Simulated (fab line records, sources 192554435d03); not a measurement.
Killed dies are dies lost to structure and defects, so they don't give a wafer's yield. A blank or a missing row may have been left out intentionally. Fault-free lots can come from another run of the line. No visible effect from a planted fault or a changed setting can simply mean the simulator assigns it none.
Chamber matching | flow n5-finfet | N5_BEOL_M2_DESCUM_33 on rie-diel-01 has 4 sister chambers
The step chemistry O2, time 7 s. 14 wafers are shown with their chamber, then 7 later ones without.

## WAFERS WITH THEIR CHAMBER
wafer  | chamber | drypump-motor-current-A (A) | throttle-valve-pct (%) | oes-product-au (a.u.)
L074.1 | 2       | 5.3                         | 20.26                  | 0.79
L074.4 | 0       | 6.2                         | 20.80                  | 0.70
L074.5 | 1       | 5.6                         | 20.56                  | 0.70
L076.1 | 3       | 5.3                         | 20.04                  | 0.81
L076.2 | 0       | 6.2                         | 20.80                  | 0.70
L076.4 | 2       | 5.3                         | 20.28                  | 0.78
L084.2 | 1       | 5.6                         | 20.56                  | 0.69
L084.4 | 0       | 6.2                         | 20.83                  | 0.69
L084.5 | 3       | 5.3                         | 20.06                  | 0.79
L085.1 | 2       | 5.3                         | 20.32                  | 0.76
L085.3 | 1       | 5.6                         | 20.57                  | 0.68
L085.5 | 0       | 6.2                         | 20.83                  | 0.69
L086.2 | 3       | 5.4                         | 20.05                  | 0.78
L086.3 | 2       | 5.3                         | 20.30                  | 0.77

SIGNATURES (averages over the wafers above)
reading                 | chamber 0 | chamber 1 | chamber 2 | chamber 3 | scatter within a chamber
drypump-motor-current-A | 6.200     | 5.600     | 5.300     | 5.333     | 0.0258
throttle-valve-pct      | 20.8150   | 20.5633   | 20.2900   | 20.0500   | 0.0178
oes-product-au          | 0.6950    | 0.6900    | 0.7750    | 0.7933    | 0.0113
Rule: a wafer's distance from a chamber is the root of the sum, over the readings, of the square of ((its reading less the chamber's mean) divided by the reading's scatter). If the next closest chamber is less than 2 further off than the closest, the wafer can't be placed; otherwise it belongs to the closest. How the scatter is found: for the shown wafers, subtract from each reading the mean of its chamber, square and add these, divide the total by (wafers less chambers), then take the root.

## WAFERS WITHOUT THEIR CHAMBER
wafer  | drypump-motor-current-A (A) | throttle-valve-pct (%) | oes-product-au (a.u.)
L086.6 | 6.2                         | 20.84                  | 0.68
L089.1 | 5.7                         | 20.57                  | 0.69
L089.5 | 5.2                         | 20.33                  | 0.76
L089.6 | 5.4                         | 20.05                  | 0.79
L096.1 | 5.3                         | 20.10                  | 0.77
L096.4 | 5.3                         | 20.34                  | 0.75
L096.5 | 5.4                         | 20.10                  | 0.76

## WHICH CHAMBER EACH ONE RAN IN
wafer  | from the rows above | in truth
L086.6 | 0                   | 0
L089.1 | 1                   | 1
L089.5 | 2                   | 2
L089.6 | 3                   | 3
L096.1 | 3                   | 3
L096.4 | 2                   | 2
L096.5 | 3                   | 3
Placed correctly: 7 of 7. Number that these rows cannot place: 0. Number placed wrongly: 0.
